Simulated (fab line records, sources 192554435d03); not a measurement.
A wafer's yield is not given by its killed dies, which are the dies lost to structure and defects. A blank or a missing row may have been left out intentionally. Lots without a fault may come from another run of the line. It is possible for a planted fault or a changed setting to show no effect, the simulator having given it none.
Split-lot experiment ; flow n5-finfet ; 7 lots, 39 wafers read, on a route of 1938 steps

THE SPLIT ITSELF
At N5_DUMMY_GATE_ETCH_31 (etches SiO2 in C4F6/O2, target depth 82.5 nm, time 27.5 s), the setting target-depth-a was moved away from the recipe's 825 angstrom on 9 of the 39 wafers read, by -8.3% to +9.5%. All remaining wafers had this setting at the recipe value.

The split's own step is where the reading is taken.

THE READING
etch.depth-nm (the simulator's own value, which no gauge read), in nm, at N5_DUMMY_GATE_ETCH_31 (etches SiO2 in C4F6/O2, target depth 82.5 nm, time 27.5 s). There is no usual value for it anywhere in the file. The 30 wafers here that ran the recipe average 81.07 nm, standard deviation 1.6 nm.

wafer;tool, chamber at the split;target-depth-a as run, angstrom;against the recipe;etch.depth-nm, nm;against lot-mates on the recipe
L077.3;rie-diel-06, 2;825;recipe;80.03;-
L077.4;rie-diel-06, 2;825;recipe;79.28;-
L077.5;rie-diel-06, 3;825;recipe;82.04;-
L082.1;rie-diel-02, 0;825;recipe;81.68;-
L082.2;rie-diel-02, 1;825;recipe;81.9;-
L082.3;rie-diel-02, 3;825;recipe;81.8;-
L082.4;rie-diel-02, 0;825;recipe;82.57;-
L082.5;rie-diel-02, 3;825;recipe;81.32;-
L082.6;rie-diel-02, 1;825;recipe;81.48;-
L083.1;rie-diel-02, 1;825;recipe;80.84;-
L083.2;rie-diel-02, 2;756.5;-8.3%;74.92;-6.19
L083.3;rie-diel-02, 0;825;recipe;81.27;-
L083.4;rie-diel-02, 3;825;recipe;81.23;-
L083.5;rie-diel-02, 2;756.5;-8.3%;74.51;-6.60
L083.6;rie-diel-02, 1;756.5;-8.3%;73.86;-7.25
L085.1;rie-diel-02, 0;825;recipe;81.01;-
L085.2;rie-diel-02, 3;825;recipe;79.83;-
L085.3;rie-diel-02, 2;825;recipe;79.84;-
L085.4;rie-diel-02, 1;825;recipe;79.47;-
L085.5;rie-diel-02, 1;825;recipe;80.46;-
L085.6;rie-diel-02, 2;825;recipe;80.68;-
L086.1;rie-diel-06, 2;825;recipe;78.99;-
L086.2;rie-diel-06, 0;903.2;+9.5%;92.74;+11.51
L086.3;rie-diel-06, 3;825;recipe;82.54;-
L086.4;rie-diel-06, 1;903.2;+9.5%;88.49;+7.26
L086.5;rie-diel-06, 0;903.2;+9.5%;93.3;+12.07
L086.6;rie-diel-06, 1;825;recipe;82.17;-
L094.1;rie-diel-04, 1;825;recipe;79.73;-
L094.2;rie-diel-04, 3;825;recipe;84.57;-
L094.3;rie-diel-04, 0;825;recipe;78.37;-
L094.4;rie-diel-04, 1;825;recipe;80.18;-
L094.5;rie-diel-04, 0;825;recipe;78.23;-
L094.6;rie-diel-04, 3;825;recipe;84.01;-
L095.1;rie-diel-06, 1;782.7;-5.1%;77.03;-5.17
L095.2;rie-diel-06, 0;782.7;-5.1%;79.99;-2.21
L095.3;rie-diel-06, 2;825;recipe;79.64;-
L095.4;rie-diel-06, 3;825;recipe;82.46;-
L095.5;rie-diel-06, 0;825;recipe;84.5;-
L095.6;rie-diel-06, 1;782.7;-5.1%;77.06;-5.14

FIT RESULTS
A straight line over all 39 wafers: etch.depth-nm changes by +0.924 nm for each +1% of target-depth-a; r = +0.90; the points scatter about the line by 1.8 nm.
The same after taking each lot's own level away (the mean of its wafers on the recipe; 39 wafers): +0.947 nm for each +1%; r = +0.92; scatter 1.6 nm.
That fit puts the effect of the largest move of target-depth-a on the reading at 9 nm.
The span of the lots' own levels, 80.215 to 82.200 nm, comes to 1.2 times the standard deviation stated above.
The two slopes are in agreement: the lot-to-lot level therefore moves the slope only a little.
Check: for one of the wafers moved furthest among these (+9.5%), held out of the fit, the line's prediction against its lot-mates is +8.65 nm. Against them it came out at +11.5 nm.

OTHER SPLITS ON THESE WAFERS
Before the reading, these wafers also passed through other splits. Each is held against what the fit with the lots' levels taken away leaves over:
other split on the same wafers;wafers away from the commonest value;r with etch.depth-nm (lot level and that fit taken away)
N5_WELL_APT_IMPLANT_15 energy-kev;9;+0.13
N5_WELL_APT_EXPOSE_22 dose-mj;18;+0.25
N5_WELL_APT_IMPLANT_31 energy-kev;12;-0.02
N5_DUMMY_GATE_HM_DEP_06 time-s;24;-0.15

THE FILE'S OWN FIT
etch.depth-nm changes by +0.942 nm for each +1% of target-depth-a, r = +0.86.
